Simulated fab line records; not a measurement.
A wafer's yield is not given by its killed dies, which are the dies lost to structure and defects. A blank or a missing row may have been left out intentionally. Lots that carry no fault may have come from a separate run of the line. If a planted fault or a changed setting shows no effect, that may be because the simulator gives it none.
Chamber matching | flow n5Finfet | N5_MOL_CONTACT_COAG_ETCHBACK_135 on rieDiel-04: 4 sister chambers
The step etches SiO2 in CHF3, target depth 25 nm, time 16.7 s. 8 wafers are shown with their chamber, then 10 later ones without.

== WAFERS WITH THEIR CHAMBER ==
wafer  | chamber | showerheadPlenumPTorr (Torr) | oesProductAu (a.u.)
L078.4 | 3       | 2.27                         | 0.72
L078.5 | 0       | 2.27                         | 0.71
L079.6 | 2       | 2.33                         | 0.91
L081.2 | 2       | 2.33                         | 0.90
L083.2 | 3       | 2.26                         | 0.70
L083.5 | 1       | 2.46                         | 0.70
L086.1 | 1       | 2.46                         | 0.70
L086.2 | 0       | 2.27                         | 0.70

== WAFERS MISSING THEIR CHAMBER ==
wafer  | showerheadPlenumPTorr (Torr) | oesProductAu (a.u.)
L086.4 | 2.26                         | 0.71
L087.1 | 2.26                         | 0.70
L087.2 | 2.46                         | 0.70
L087.6 | 2.26                         | 0.70
L090.2 | 2.46                         | 0.70
L090.3 | 2.32                         | 0.88
L090.4 | 2.26                         | 0.69
L096.1 | 2.25                         | 0.70
L096.2 | 2.26                         | 0.70
L096.4 | 2.46                         | 0.70

== THE CHAMBER EACH PASSED THROUGH ==
wafer  | from the rows above     | in truth
L086.4 | can't be placed: 3 or 0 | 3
L087.1 | can't be placed: 3 or 0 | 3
L087.2 | 1                       | 1
L087.6 | can't be placed: 3 or 0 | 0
L090.2 | 1                       | 1
L090.3 | 2                       | 2
L090.4 | can't be placed: 3 or 0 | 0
L096.1 | can't be placed: 3 or 0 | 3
L096.2 | can't be placed: 3 or 0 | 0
L096.4 | 1                       | 1
Correctly placed: 4 of 10. Cannot be placed on the basis of these rows: 6; the candidates contain the true chamber in 6. Placed wrongly: 0.
How it was worked out, from the rows above alone: a wafer's distance from a chamber is the root of the sum, over the readings, of the square of ((its reading less the chamber's mean) divided by the reading's scatter). The wafer belongs to the nearest chamber; if the next one is less than 2 further off, it can't be placed. The mean given for a chamber averages the wafers shown for that chamber. How the scatter is found: for the shown wafers, subtract from each reading the mean of its chamber, square and add these, divide the total by (wafers less chambers), then take the root.
